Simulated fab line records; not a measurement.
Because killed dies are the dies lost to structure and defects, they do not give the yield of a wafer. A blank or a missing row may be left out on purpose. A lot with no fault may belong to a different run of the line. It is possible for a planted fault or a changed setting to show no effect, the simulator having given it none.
What tool caused it?    flow n5 finfet    13 lots, 39 wafers sampled, at 3 steps of a route of 1938

## WHAT EACH GAUGE READ, for each wafer
N5_BEOL_M15_RS_MEAS_54: measures by four-point-probe. Usual: M15_RS gives 0.0218 ohm/sq (standard deviation 0.00046).
lot   measured      on             M15_RS (ohm/sq)       flag
L860  day 13 15:59  film metro-02  0.0220 0.0218 0.0223  
L861  day 13 09:47  film metro-02  0.0220 0.0216 0.0222  
L864  day 13 18:32  film metro-01  0.0211 0.0216 0.0214  
L863  day 13 22:23  film metro-01  0.0214 0.0216 0.0220  
L866  day 14 07:48  film metro-02  0.0213 0.0213 0.0211  
L868  day 15 21:44  film metro-02  0.0215 0.0217 0.0224  
L872  day 16 03:26  film metro-01  0.0212 0.0218 0.0216  
L877  day 17 10:52  film metro-02  0.0211 0.0217 0.0225  
L875  day 17 19:59  film metro-01  0.0221 0.0227 0.0216  
L876  day 17 14:40  film metro-02  0.0221 0.0217 0.0222  
L878  day 18 05:00  film metro-02  0.0230 0.0223 0.0223  
L882  day 19 00:07  film metro-02  0.0221 0.0215 0.0215  
L883  day 19 04:00  film metro-02  0.0217 0.0218 0.0218  

## WHAT TOOL EACH LOT RAN ON (gives the tool, then ch and the chambers of the sampled wafers, and finally the start)
lot   N5_BEOL_M10_ECD_50              N5_BEOL_M15_ANNEAL_48
L860  ecd cu-01 ch 0,1, day 11 17:40  rtp anneal-01 ch 0, day 13 15:17
L861  ecd cu-01 ch 0,1, day 11 18:25  rtp anneal-01 ch 0, day 13 09:06
L864  ecd cu-01 ch 0,1, day 12 01:47  rtp anneal-01 ch 0, day 13 17:47
L863  ecd cu-02 ch 0,1, day 12 02:08  rtp anneal-01 ch 0, day 13 21:42
L866  ecd cu-01 ch 1, day 12 15:32    rtp anneal-02 ch 0, day 14 07:04
L868  ecd cu-01 ch 0,1, day 13 13:13  rtp anneal-01 ch 0, day 15 21:05
L872  ecd cu-02 ch 0,1, day 14 03:07  rtp anneal-02 ch 0, day 16 02:45
L877  ecd cu-02 ch 0,1, day 15 21:37  rtp anneal-01 ch 0, day 17 10:09
L875  ecd cu-01 ch 0,1, day 15 22:09  rtp anneal-01 ch 0, day 17 19:15
L876  ecd cu-02 ch 0,1, day 15 22:24  rtp anneal-01 ch 0, day 17 14:02
L878  ecd cu-02 ch 0,1, day 16 07:11  rtp anneal-01 ch 0, day 18 04:15
L882  ecd cu-02 ch 0, day 17 07:35    rtp anneal-02 ch 0, day 18 23:26
L883  ecd cu-01 ch 0,1, day 17 10:56  rtp anneal-01 ch 0, day 19 03:22
- N5_BEOL_M10_ECD_50: material Cu, target thk 318 nm.
- N5_BEOL_M15_ANNEAL_48: time 90 s.

## WHAT THE TOOLS THEMSELVES READ (means of the sampled wafers that have a number; where no wafer has one, the mark that the record gives instead)
N5_BEOL_M15_ANNEAL_48. Usual: anneal temp c 225.00 C, standard deviation 0.18; wafer_temp_C_max 225.87, standard deviation 0.27.
lot   tool           anneal temp c (C)  wafer_temp_C_max  flag
L860  rtp anneal-01  224.78             225.68            
L861  rtp anneal-01  224.99             225.89            
L864  rtp anneal-01  224.91             225.53            
L863  rtp anneal-01  225.07             226.01            
L866  rtp anneal-02  225.01             226.05            
L868  rtp anneal-01  224.71             225.79            
L872  rtp anneal-02  225.04             225.79            
L877  rtp anneal-01  225.14             225.53            
L875  rtp anneal-01  225.06             225.85            
L876  rtp anneal-01  224.93             225.68            
L878  rtp anneal-01  225.01             225.91            
L882  rtp anneal-02  225.27             226.28            
L883  rtp anneal-01  224.92             225.96            

## THE ANSWER, worked out from the rows above alone
Rule: a lot is off if the mean of its wafers that have a number lies more than 3 standard deviations from the usual mean. Also off: a lot with no number at a reading for which 4 or more lots have one. Where the step has rows for the other lots, those lots are counted as sound. After the gauges, taken in route order, come the tools' own readings; for these a lot's mean is taken, as printed above. The first step at which some lot is off is used, and at that step the reading that is off furthest; a lot without a number counts as furthest.
No lot is off at any reading shown: from this, nothing can be told.

## WHAT WAS PUT IN BY THE SIMULATOR
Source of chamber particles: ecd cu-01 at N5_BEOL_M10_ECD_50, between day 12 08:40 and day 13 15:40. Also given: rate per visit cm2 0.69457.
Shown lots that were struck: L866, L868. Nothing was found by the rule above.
